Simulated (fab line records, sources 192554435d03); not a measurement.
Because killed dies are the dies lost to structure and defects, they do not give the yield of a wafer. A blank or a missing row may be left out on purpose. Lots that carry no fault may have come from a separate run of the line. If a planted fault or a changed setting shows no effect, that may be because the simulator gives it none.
Matching of chambers + flow n5Finfet + N5_HKMG_FIN_ALD_75 on aldHk-01: 4 sister chambers
The step deposits Al2O3, target thk 1 nm, co reactant pulse time 1 s. 8 wafers are shown with their chamber, then 7 later ones without.

## WAFERS PAIRED WITH THEIR CHAMBERS
| wafer  | chamber | heaterPowerW (W) | precursorPulseHeightRel |
|--------|---------|------------------|-------------------------|
| L083.4 | 0       | 170              | 1.014                   |
| L087.2 | 0       | 170              | 0.980                   |
| L087.6 | 3       | 162              | 1.001                   |
| L093.1 | 1       | 142              | 0.971                   |
| L093.2 | 2       | 175              | 1.018                   |
| L093.6 | 3       | 161              | 0.936                   |
| L094.2 | 2       | 181              | 1.031                   |
| L094.5 | 1       | 139              | 1.000                   |

## WAFERS MISSING THEIR CHAMBER
| wafer  | heaterPowerW (W) | precursorPulseHeightRel |
|--------|------------------|-------------------------|
| L094.6 | 168              | 1.013                   |
| L095.1 | 140              | 1.013                   |
| L095.2 | 173              | 0.991                   |
| L095.3 | 179              | 0.987                   |
| L096.1 | 162              | 0.985                   |
| L096.2 | 173              | 0.992                   |
| L096.6 | 171              | 1.021                   |

## WHICH CHAMBER EACH WENT THROUGH
| wafer  | from the rows above     | in truth |
|--------|-------------------------|----------|
| L094.6 | 0                       | 0        |
| L095.1 | 1                       | 1        |
| L095.2 | can't be placed: 0 or 2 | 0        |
| L095.3 | 2                       | 2        |
| L096.1 | 3                       | 3        |
| L096.2 | can't be placed: 0 or 2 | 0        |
| L096.6 | can't be placed: 0 or 2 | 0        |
Correct placement for 4 of the 7. From these rows, 3 cannot be placed; in 3 the true chamber is one of the candidates. 0 placed wrongly.
How it was worked out, from the rows above alone: a wafer's distance from a chamber is the root of the sum, over the readings, of the square of ((its reading less the chamber's mean) divided by the reading's scatter). If the next closest chamber is less than 2 further off than the closest, the wafer can't be placed; otherwise it belongs to the closest. The mean given for a chamber averages the wafers shown for that chamber. The scatter: take each reading less its chamber's mean, square it, sum over the shown wafers, divide by the number of wafers less the number of chambers, and take the root.
